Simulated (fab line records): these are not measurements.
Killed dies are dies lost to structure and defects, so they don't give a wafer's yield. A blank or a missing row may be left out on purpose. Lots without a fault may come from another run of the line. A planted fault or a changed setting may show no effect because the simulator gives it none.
fab line records	flow n5-finfet
[record] lots = 9	wafers = 24	last-day = 17
route steps=1938 shown BEOL_M4@1111 BEOL_M9@1401 PASSIVATION@1936
lots untouched by any fault: they come from a run of this same line in which no faults occurred
start-h: hours from the record's first day to the start of the lot's first wafer shown	wait-h: time in hours since the lot's previous step	" same as the row above	L1.1+2: several wafers, shown together as one row	- no value, or no start was given	* or withheld: withheld	< > ~ a bound
route shown NAME@n: NAME is a module with steps in the file, n the number in the route of the first one	usual: mean and standard deviation over wafers with no fault	same: alike in all rows	chamber/n: place in a boat	sites: readings site by site	_std_site: standard deviation across them	_edge_site: inner sites' mean taken away from outer sites' mean	radius-mm: how far each site lies from the wafer's centre	mask NAME#n: copy n	behind: the last tool/chamber to shape the wafer	hold: cause of the lot's hold/its duration in hours/its outcome	device: which transistor (n, p or np) failed to switch	end of line: the tests these same wafers got at the end of their route	step lacking rows: just its recipe	killed: count of dies lost to structure and defects at first sort (not the wafer's yield)	map: per-die view of a wafer (x killed, . not killed, _ where there is no die)
set.NAME: the setting that was run; set.NAME@STEP: the one run at that earlier step	model.NAME: the simulator's own value behind a step, which no gauge read
route steps across a sampled set of lots; one table per step, one row per wafer
services: the hour from which a tool's chamber was out of use, counted from the record's first day as start-h (under 0 if before that day), plus the number of hours and why
[[steps]]
[step N5_BEOL_M4_RC_MEAS_101]
[usual] DIBL_N = 36.1/1.6	DIBL_P = 35.8/2.1	IOFF_N = 0.16/0.031	IOFF_P = 0.21/0.034	ION_N = 673/12	ION_P = 461/7.2	SS_N = 71.4/0.59	SS_P = 73.3/0.63	VT_N = 250/3.1	VT_P = -250/3.3
lot.wafer	tool	chamber	start-h	wait-h	DIBL_N[mV/V]	DIBL_P[mV/V]	IOFF_N[nA/um]	IOFF_P[nA/um]	ION_N[uA/um]	ION_P[uA/um]	SS_N[mV/dec]	SS_P[mV/dec]	VT_N[mV]	VT_P[mV]
L634.1	prober-02	0	186.04	0.0	34.3	33.2	0.11	0.15	661	454	71.0	72.4	254	-255
L634.2	"	0	"	"	35.6	35.8	0.13	0.19	663	458	70.2	73.4	251	-254
L634.4	"	0	"	"	35.1	33.9	0.12	0.16	661	460	71.0	72.8	254	-254
L640.2	prober-01	0	228.16	0.2	38.0	38.3	0.17	0.26	679	480	72.0	73.9	250	-244
L640.4	"	0	"	"	37.3	35.4	0.14	0.21	660	458	71.1	73.1	249	-249
L640.5	"	0	"	"	36.9	35.4	0.14	0.21	664	462	71.9	72.7	253	-248
L642.1	prober-01	0	234.95	0.0	35.4	36.1	0.14	0.17	667	452	71.0	73.5	253	-256
L642.5	"	0	"	"	35.0	35.7	0.14	0.17	676	460	71.0	72.2	251	-255
L642.6	"	0	"	"	35.7	36.6	0.14	0.18	664	452	71.4	73.3	254	-255
L643.2	prober-01	0	246.21	0.2	34.2	34.8	0.14	0.20	666	463	70.9	72.3	250	-249
L643.3	"	0	"	"	34.6	36.0	0.15	0.21	688	478	71.3	72.5	248	-250
L643.4	"	0	"	"	36.7	36.9	0.18	0.21	687	471	71.7	73.6	247	-254
L644.1	prober-01	0	250.77	0.0	36.6	36.1	0.16	0.22	667	463	71.8	73.7	249	-248
L644.3	"	0	"	"	36.2	34.7	0.15	0.19	665	457	71.3	72.7	253	-249
L644.5	"	0	"	"	33.7	32.1	0.12	0.16	658	448	70.5	72.8	252	-251
L646.1	prober-02	0	253.84	0.0	37.1	36.5	0.18	0.21	686	469	72.0	73.1	246	-251
L646.2	"	0	"	"	35.9	36.2	0.16	0.21	676	464	71.6	73.7	247	-252
L646.5	"	0	"	"	36.5	36.0	0.17	0.21	678	460	71.8	73.5	248	-252
L650.4	prober-01	0	281.31	0.5	35.7	36.7	0.14	0.20	673	465	71.5	73.3	251	-250
L650.5	"	0	"	"	38.9	39.9	0.20	0.25	676	463	72.4	74.3	246	-247
L651.3	prober-01	0	284.45	0.3	34.9	34.4	0.14	0.20	658	457	71.2	72.8	252	-249
L651.5	"	0	"	"	34.4	33.1	0.12	0.17	654	450	70.5	72.2	254	-253
L653.2	prober-01	0	300.90	0.2	38.9	38.0	0.21	0.25	684	459	73.1	74.4	248	-248
L653.4	"	0	"	"	38.2	38.7	0.21	0.29	685	469	72.2	74.5	244	-246
[step N5_BEOL_M9_ILD_DEP_00]
[recipe] material = SiCOH_lowk	target-thk-a = 3085.1	temp-c = 300	precursor = DEMS/porogen	pressure-torr = 5	rf-w = 500	time-s = 58
[usual] heater-power-w = 334/36	showerhead-plenum-p-Torr = 5.739/0.012	throttle-valve-pct = 13.8/0.78
lot.wafer	tool	chamber	start-h	wait-h	heater-power-w	showerhead-plenum-p-Torr	throttle-valve-pct
L634.1	pecvd-04	1	223.51	0.0	313	5.748	13.3
L634.2	"	0	"	"	349	5.724	14.0
L634.4	"	2	"	"	319	5.726	13.3
L640.2	pecvd-03	1	268.19	0.0	363	5.733	14.8
L640.4	"	0	"	"	364	5.738	14.0
L640.5	"	1	"	"	365	5.746	14.6
L642.1	pecvd-02	0	271.69	0.0	320	5.752	13.1
L642.5	"	0	"	"	326	5.757	13.2
L642.6	"	1	"	"	301	5.747	14.7
L643.2	pecvd-02	1	285.65	0.0	335	5.753	15.1
L643.3	"	0	"	"	332	5.755	12.9
L643.4	"	2	"	"	281	5.729	15.0
L644.1	pecvd-03	0	291.01	0.0	352	5.719	13.7
L644.3	"	1	"	"	331	5.727	14.5
L644.5	"	0	"	"	365	5.745	13.8
L646.1	pecvd-04	0	297.81	0.0	330	5.734	14.1
L646.2	"	1	"	"	309	5.737	13.3
L646.5	"	1	"	"	320	5.735	13.5
L651.3	pecvd-03	1	320.01	0.0	369	5.742	14.6
L651.5	"	0	"	"	359	5.729	14.1
L650.4	pecvd-02	0	320.37	0.1	345	5.752	13.2
L650.5	"	2	"	"	312	5.716	15.0
L653.2	pecvd-04	1	343.65	0.0	379	5.740	13.2
L653.4	"	2	"	"	290	5.745	13.3
[step N5_BEOL_M9_OVL_MEAS_12]
[recipe] points-per-wafer = 44
[usual] M9_OVL = -0.6/0.71
lot.wafer	tool	chamber	start-h	wait-h	M9_OVL[nm]
L634.1	overlay-01	0	226.40	0.0	-0.2
L634.2	"	0	"	"	-0.8
L634.4	"	0	"	"	-0.8
L640.2	overlay-02	0	270.56	0.0	0.9
L640.4	"	0	"	"	-0.2
L640.5	"	0	"	"	1.8
L642.1	overlay-01	0	274.65	0.0	-1.1
L642.5	"	0	"	"	-0.1
L642.6	"	0	"	"	-0.8
L643.2	overlay-01	0	287.05	0.0	-2.0
L643.3	"	0	"	"	-1.7
L643.4	"	0	"	"	-1.4
L644.1	overlay-01	0	294.64	0.0	-0.1
L644.3	"	0	"	"	-0.9
L644.5	"	0	"	"	-1.2
L646.1	overlay-01	0	300.71	0.0	-0.2
L646.2	"	0	"	"	-0.2
L646.5	"	0	"	"	-0.5
L651.3	overlay-01	0	322.86	0.0	-0.9
L651.5	"	0	"	"	-1.0
L650.4	overlay-02	0	323.15	0.0	-0.2
L650.5	"	0	"	"	0.0
L653.2	overlay-02	0	345.42	0.0	-1.3
L653.4	"	0	"	"	0.8
[step N5_BEOL_M9_ETCH_61]
[recipe] chemistry = CF4	target = SiARC	target-depth-a = 390	mask-material = CAR-ArF	time-s = 65	ion-energy-ev = 80	pressure-mtorr = 40	source-w = 545	bias-w = 36	Ar_flow_sccm = 100	cf4-flow-sccm = 100	ends = cleared
[usual] drypump-motor-current-A = 5.9/0.44	etch-rf-on-time-s = 65.4/1.5	oes-product-au = 0.67/0.073	rf-vpp-V = 184.3/1.2	showerhead-plenum-p-Torr = 2.17/0.065	throttle-valve-pct = 15.71/0.17
lot.wafer	tool	chamber	start-h	wait-h	drypump-motor-current-A	etch-rf-on-time-s	oes-product-au	rf-hours-counter-h	rf-vpp-V	showerhead-plenum-p-Torr	throttle-valve-pct
L634.1	rie-diel-03	1	226.86	0.0	6.1	66.6	0.63	177	183.2	2.14	15.69
L634.2	"	3	"	"	5.6	66.0	0.61	192	184.5	2.14	15.81
L634.4	"	0	"	"	5.9	65.3	0.68	104	184.5	2.16	15.67
L640.2	rie-diel-05	0	270.65	0.0	6.8	65.3	0.69	128	185.0	2.24	15.52
L640.4	"	3	"	"	5.1	63.2	0.77	24	186.0	2.27	15.45
L640.5	"	3	"	"	5.1	62.8	0.78	-	185.8	2.27	15.46
L642.1	rie-diel-06	2	276.15	0.0	5.4	61.9	0.81	9	185.1	2.28	15.40
L642.5	"	2	"	"	5.4	62.0	0.82	-	184.7	2.28	15.41
L642.6	"	1	"	"	6.3	66.1	0.63	-	184.4	2.21	15.98
L643.2	rie-diel-03	2	288.01	0.0	6.1	66.7	0.59	244	183.4	2.20	16.00
L643.3	"	1	"	"	6.1	66.3	0.61	192	183.1	2.14	15.72
L643.4	"	0	"	"	5.9	64.9	0.67	120	184.8	2.16	15.69
L644.1	rie-diel-06	2	295.37	0.0	5.4	62.1	0.80	18	186.7	2.28	15.42
L644.3	"	1	"	"	6.4	66.3	0.62	196	183.3	2.20	16.01
L644.5	"	3	"	"	5.9	68.9	0.67	-	181.9	2.07	15.74
L646.1	rie-diel-03	1	302.09	0.0	6.1	66.7	0.60	198	182.2	2.13	15.74
L646.2	"	0	"	"	5.9	64.7	0.66	125	183.4	2.16	15.71
L646.5	"	1	"	"	6.1	65.9	0.61	-	184.1	2.13	15.75
L651.3	rie-diel-03	0	323.94	0.0	5.9	66.2	0.64	137	183.9	2.15	15.74
L651.5	"	1	"	"	6.1	66.2	0.60	-	184.2	2.13	15.78
L650.4	rie-diel-03	0	324.19	0.0	5.9	65.5	0.65	137	183.1	2.15	15.74
L650.5	"	2	"	"	6.1	64.7	0.84	-	184.9	2.20	15.51
L653.2	rie-diel-03	0	345.77	0.0	5.9	65.6	0.65	144	183.8	2.15	15.75
L653.4	"	1	"	"	6.1	66.2	0.60	216	182.8	2.13	15.77
[step N5_BEOL_M9_ETCH_62]
[recipe] chemistry = N2/H2	target = SOC	target-depth-a = 1100	overetch-a = 220	mask-material = SiARC	temp-c = 40	time-s = 165	ion-energy-ev = 200	pressure-mtorr = 30	source-w = 840	bias-w = 150	n2-flow-sccm = 200	h2-flow-sccm = 200
[usual] drypump-motor-current-A = 5.9/0.44	oes-product-au = 0.67/0.066	rf-vpp-V = 524.7/2.2	showerhead-plenum-p-Torr = 2.57/0.082	throttle-valve-pct = 17.92/0.2
lot.wafer	tool	chamber	start-h	wait-h	drypump-motor-current-A	oes-product-au	rf-hours-counter-h	rf-vpp-V	showerhead-plenum-p-Torr	throttle-valve-pct
L634.1	rie-diel-03	1	226.91	0.0	6.1	0.63	177	523.9	2.52	17.86
L634.2	"	3	"	"	5.6	0.61	192	522.9	2.52	17.86
L634.4	"	0	"	"	5.9	0.67	104	524.0	2.57	17.94
L640.2	rie-diel-05	0	270.70	0.0	6.8	0.68	128	525.6	2.65	17.67
L640.4	"	3	"	"	5.1	0.76	24	527.0	2.71	17.77
L640.5	"	3	"	"	5.1	0.76	-	529.8	2.71	17.77
L642.1	rie-diel-06	2	276.20	0.0	5.4	0.78	9	528.3	2.70	17.61
L642.5	"	2	"	"	5.5	0.79	-	527.3	2.70	17.60
L642.6	"	1	"	"	6.4	0.63	-	527.5	2.65	18.48
L643.2	rie-diel-03	2	288.06	0.0	6.1	0.60	244	526.0	2.61	18.11
L643.3	"	1	"	"	6.1	0.62	192	524.0	2.52	17.86
L643.4	"	0	"	"	5.9	0.67	120	525.8	2.56	17.97
L644.1	rie-diel-06	2	295.42	0.0	5.5	0.77	18	527.7	2.70	17.58
L644.3	"	1	"	"	6.3	0.63	196	525.2	2.65	18.48
L644.5	"	3	"	"	5.9	0.68	-	522.7	2.46	17.94
L646.1	rie-diel-03	1	302.14	0.0	6.1	0.62	198	524.1	2.52	17.89
L646.2	"	0	"	"	5.9	0.66	125	524.2	2.56	17.98
L646.5	"	1	"	"	6.1	0.61	-	523.8	2.52	17.90
L651.3	rie-diel-03	0	323.99	0.0	5.9	0.65	137	523.2	2.56	18.00
L651.5	"	1	"	"	6.1	0.53	-	523.6	2.51	17.88
L650.4	rie-diel-03	0	324.24	0.0	5.9	0.58	137	523.5	2.56	17.98
L650.5	"	2	"	"	6.1	0.74	-	526.0	2.61	17.73
L653.2	rie-diel-03	0	345.82	0.0	5.9	0.64	144	524.7	2.55	18.00
L653.4	"	1	"	"	6.1	0.53	216	523.7	2.51	17.92
[step N5_BEOL_M9_HM_OPEN_17]
[recipe] chemistry = Cl2/BCl3	target-depth-a = 200	overetch-a = 60	target = TiN	mask-material = SOC	ion-energy-ev = 150	pressure-mtorr = 10	icp-w = 1000	bias-w = 126	Cl2_flow_sccm = 53.25	bcl3-flow-sccm = 21.75	Ar_flow_sccm = 25
[usual] drypump-motor-current-A = 5.6/0.46	oes-product-au = 0.62/0.066	throttle-valve-pct = 22.1/0.34
lot.wafer	tool	chamber	start-h	wait-h	drypump-motor-current-A	oes-product-au	rf-hours-counter-h	throttle-valve-pct
L634.1	rie-metal-01	1	227.09	0.0	5.7	0.64	51	21.7
L634.2	"	0	"	"	5.7	0.59	83	22.7
L634.4	"	1	"	"	5.7	0.63	-	21.7
L640.2	rie-metal-03	1	270.92	0.1	4.9	0.67	-	22.1
L640.4	"	1	"	"	4.9	0.68	-	22.0
L640.5	"	1	"	"	4.9	0.69	-	22.1
L642.1	rie-metal-01	1	276.39	0.0	5.7	0.63	55	21.7
L642.5	"	0	"	"	5.7	0.57	-	22.7
L642.6	"	1	"	"	5.7	0.63	-	21.7
L643.2	rie-metal-01	0	288.25	0.0	5.7	0.57	88	22.7
L643.3	"	1	"	"	5.6	0.63	-	21.7
L643.4	"	0	"	"	5.6	0.57	-	22.7
L644.1	rie-metal-02	0	295.61	0.0	5.1	0.57	96	21.9
L644.3	"	0	"	"	5.1	0.57	-	21.9
L644.5	"	0	"	"	5.2	0.56	-	21.9
L646.1	rie-metal-01	1	302.32	0.0	5.7	0.62	58	21.7
L646.2	"	0	"	"	5.7	0.57	89	22.7
L646.5	"	0	"	"	5.7	0.57	-	22.7
L651.3	rie-metal-02	1	324.21	0.1	6.5	0.56	-	21.9
L651.5	"	1	"	"	6.5	0.25	-	22.5
L650.4	rie-metal-03	0	324.52	0.1	5.8	0.34	-	22.8
L650.5	"	0	"	"	5.7	0.34	-	22.9
L653.2	rie-metal-03	1	346.01	0.0	4.9	0.66	33	22.1
L653.4	"	0	"	"	5.7	0.34	-	22.8
[step N5_BEOL_M9_CD_MEAS_18]
[recipe] pitch-nm = 140	target-cd-nm = 70
[usual] cd-nm = 70.0/0.69
lot.wafer	tool	chamber	start-h	wait-h	cd-nm
L634.1	cd-sem-02	-	227.27	0.0	69.7
L634.2	"	-	"	"	70.1
L634.4	"	-	"	"	70.4
L640.2	cd-sem-01	-	271.16	0.1	69.6
L640.4	"	-	"	"	69.8
L640.5	"	-	"	"	70.3
L642.1	cd-sem-02	-	276.84	0.0	69.2
L642.5	"	-	"	"	69.3
L642.6	"	-	"	"	69.1
L643.2	cd-sem-01	-	288.43	0.1	70.6
L643.3	"	-	"	"	69.8
L643.4	"	-	"	"	70.3
L644.1	cd-sem-03	-	295.79	0.0	69.2
L644.3	"	-	"	"	69.9
L644.5	"	-	"	"	69.8
L646.1	cd-sem-01	-	302.63	0.0	70.1
L646.2	"	-	"	"	70.1
L646.5	"	-	"	"	69.5
L651.3	cd-sem-03	-	324.39	0.1	69.5
L651.5	"	-	"	"	-
L650.4	cd-sem-02	-	324.76	0.1	-
L650.5	"	-	"	"	-
L653.2	cd-sem-02	-	346.33	0.1	69.7
L653.4	"	-	"	"	-
[step N5_BEOL_M9_OCD_MEAS_38]
[usual] trench-depth-nm = 151/3.2
lot.wafer	tool	chamber	start-h	wait-h	trench-depth-nm
L634.1	ocd-01	-	228.15	-	152
L634.2	"	-	"	"	152
L634.4	"	-	"	"	156
L640.2	ocd-02	-	274.29	-	151
L640.4	"	-	"	"	155
L640.5	"	-	"	"	147
L642.1	ocd-02	-	278.80	-	152
L642.5	"	-	"	"	156
L642.6	"	-	"	"	149
L643.2	ocd-01	-	289.72	-	148
L643.3	"	-	"	"	147
L643.4	"	-	"	"	154
L644.1	ocd-01	-	296.67	-	147
L644.3	"	-	"	"	154
L644.5	"	-	"	"	152
L646.1	ocd-01	-	304.71	-	150
L646.2	"	-	"	"	145
L646.5	"	-	"	"	155
L651.3	ocd-01	-	326.58	-	149
L651.5	"	-	"	"	-
L650.4	ocd-02	-	327.23	-	-
L650.5	"	-	"	"	-
L653.2	ocd-01	-	347.26	-	150
L653.4	"	-	"	"	-
[step N5_PASSIVATION_PROBE_49]
[usual] defect-limited-yield = 91.0/1.5	killed_at_M0_to_M3 = 35/11	killed_at_M4_up = 13/6	killed-at-contacts = 14/6.5	killed-at-front-end = 40/12	killed-at-other = 4/3.4	killed-dies = 106/18	killed-on-rim = 14/4.7	killed-open = 68/14	killed-short = 35/7.7	sort_bin_5_function = 5.2/0.98	sort_bin_6_memory = 3.4/0.72	sort-n-pass = 1074/18	sort-yield-pct = 91.0/1.5
[same] gross-dies = 1180	killed-at-back-side = 0	sort_bin_4_leakage[%] = 0	sort_bin_8_speed[%] = 0
lot.wafer	tool	chamber	start-h	wait-h	defect-limited-yield[%]	killed_at_M0_to_M3	killed_at_M4_up	killed-at-contacts	killed-at-front-end	killed-at-other	killed-dies	killed-on-rim	killed-open	killed-short	sort_bin_5_function[%]	sort_bin_6_memory[%]	sort-n-pass	sort-yield-pct[%]
L651.3	prober-01	-	382.26	0.1	92.5	34	10	11	31	3	89	12	55	28	4.7	2.5	1091	92.5
L651.5	prober-01	-	382.36	0.2	0	42	1081	11	37	9	1180	152	75	33	96.7	3.1	0	0
L650.4	prober-01	-	387.03	0.2	0	31	1087	6	50	6	1180	152	67	35	96.7	3.2	0	0
L650.5	prober-01	-	387.08	0.2	0	39	1077	7	46	11	1180	152	59	50	95.9	3.7	0	0
L653.2	prober-02	-	401.63	0.1	91.4	34	18	5	40	4	101	14	63	37	5.3	3.0	1079	91.4
L653.4	prober-02	-	401.73	0.2	0	21	1120	15	24	0	1180	152	59	19	96.8	3.0	0	0
// killed by level:class
L651.3 BEOL_M0:geometric-particle:open=8 BEOL_M2:geometric-particle:open=7 MOL_CONTACT_COAG:geometric-particle:open=6 BEOL_M0_SAQP:geometric-particle:short=4 BEOL_M0_SAQP:geometric-particle:open=4 BEOL_M3:geometric-particle:open=4 FIN_SAQP:geometric-particle:short=3 DUMMY_GATE:geometric-particle:open=3
L651.5 BEOL_M9:area-etch=1070 STI_FIN_REVEAL:geometric-particle:open=9 MOL_CONTACT_COAG:geometric-particle:open=9 BEOL_M2:geometric-particle:open=9 BEOL_M0_SAQP:geometric-particle:open=8 BEOL_M1:geometric-particle:open=8 DUMMY_GATE:geometric-particle:open=6 BEOL_M0_SAQP:geometric-particle:short=5
L650.4 BEOL_M9:area-etch=1077 STI_FIN_REVEAL:geometric-particle:open=12 FIN_SAQP:geometric-particle:short=9 DUMMY_GATE:geometric-particle:open=9 BEOL_M0_SAQP:geometric-particle:open=9 BEOL_M0_SAQP:geometric-particle:short=7 FIN_SAQP:geometric-particle:open=6 BEOL_M2:geometric-particle:open=5
L650.5 BEOL_M9:area-etch=1068 BEOL_M0_SAQP:geometric-particle:short=16 FIN_SAQP:geometric-particle:short=10 BEOL_M0_SAQP:geometric-particle:open=7 FIN_SAQP:geometric-particle:open=6 MOL_CONTACT_COAG:geometric-particle:open=6 BEOL_M1:geometric-particle:open=6 DUMMY_GATE:geometric-particle:open=5
L653.2 BEOL_M2:geometric-particle:open=13 STI_FIN_REVEAL:geometric-particle:open=11 GATE_CUT:geometric-particle:short=10 BEOL_M0_SAQP:geometric-particle:short=7 FIN_SAQP:geometric-particle:short=5 BEOL_M3:geometric-particle:open=5 FIN_SAQP:geometric-particle:open=4 BEOL_M1:geometric-particle:open=4
L653.4 BEOL_M9:area-etch=1100 MOL_CONTACT_COAG:geometric-particle:open=12 STI_FIN_REVEAL:geometric-particle:open=8 BEOL_M1:geometric-particle:open=6 BEOL_M3:geometric-particle:open=6 BEOL_M4:geometric-particle:open=6 STARTING-WAFER:geometric-particle:short=4 MOL_CONTACT_COAG:geometric-particle:short=3
[[services]]
tool	chamber	start-h	hours	kind
rie-diel-03	3	202.61	2.6	repair
rie-diel-06	2	216.82	-	clean
rie-diel-06	2	216.82	-	consumable-replace:focus-ring
rie-diel-06	2	216.82	-	consumable-replace:showerhead
rie-diel-06	2	216.82	14.5	scheduled-down
rie-diel-06	2	216.82	14.5	vent-cycle
pecvd-03	1	218.34	4.4	repair
pecvd-04	0	223.66	2.1	scheduled-down
rie-diel-06	-	230.51	0.5	repair
pecvd-04	1	235.87	5.5	scheduled-down
pecvd-04	2	237.47	1.8	repair
rie-diel-06	2	237.70	13.5	repair
pecvd-02	-	265.18	2.9	repair
pecvd-02	-	268.09	2.8	pm
rie-diel-03	-	272.44	14.6	pm
pecvd-03	-	273.89	2.8	pm
rie-diel-03	2	302.30	-	clean
rie-diel-03	2	302.30	-	consumable-replace:focus-ring
rie-diel-03	2	302.30	18.9	scheduled-down
rie-diel-03	2	302.30	18.9	vent-cycle
rie-diel-05	3	311.98	18.2	repair
rie-metal-03	1	315.84	18.4	repair
pecvd-02	-	323.87	14.6	pm
rie-diel-05	2	324.13	30.9	repair
[[key]]
[first-sign] step = N5_BEOL_M9_HM_OPEN_17	reading = oes-product-au	direction = down	sigmas = 4.5	usual = 0.62	struck = 0.32
[effect] step = N5_BEOL_M9_CD_MEAS_18	reading = cd-nm	direction = missing
[effect] step = N5_BEOL_M9_OCD_MEAS_38	reading = trench-depth-nm	direction = missing
[effect] step = N5_PASSIVATION_PROBE_49	reading = killed_at_M4_up	direction = up	sigmas = 99+	usual = 13	struck = 1091
[more-kills-born-at] N5_BEOL_M9_ETCH_62@rie-diel-03 = 4315
met-at N5_BEOL_M9_ETCH_62
struck-lots L650,L651,L653
struck-wafers L650.4,L650.5,L651.5,L653.4
later-rows-left-out L650.4,L650.5,L651.5,L653.4
not-acting-at N5_BEOL_M9_ILD_DEP_00,N5_BEOL_M9_OVL_MEAS_12,N5_BEOL_M9_ETCH_61
onset-between 302.14 323.99
[fault] kind = process-parameter-drift	tool = rie-diel-03	chamber = -	onset-h = 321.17	steps = N5_BEOL_M9_ETCH_62	channel = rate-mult	offset = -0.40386	shape = step	end-h = 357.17	scope = struck-wafers-only
// later-rows-left-out: the simulator's readings of these wafers behind a module that went badly wrong aren't trusted and aren't shown, but for the sort
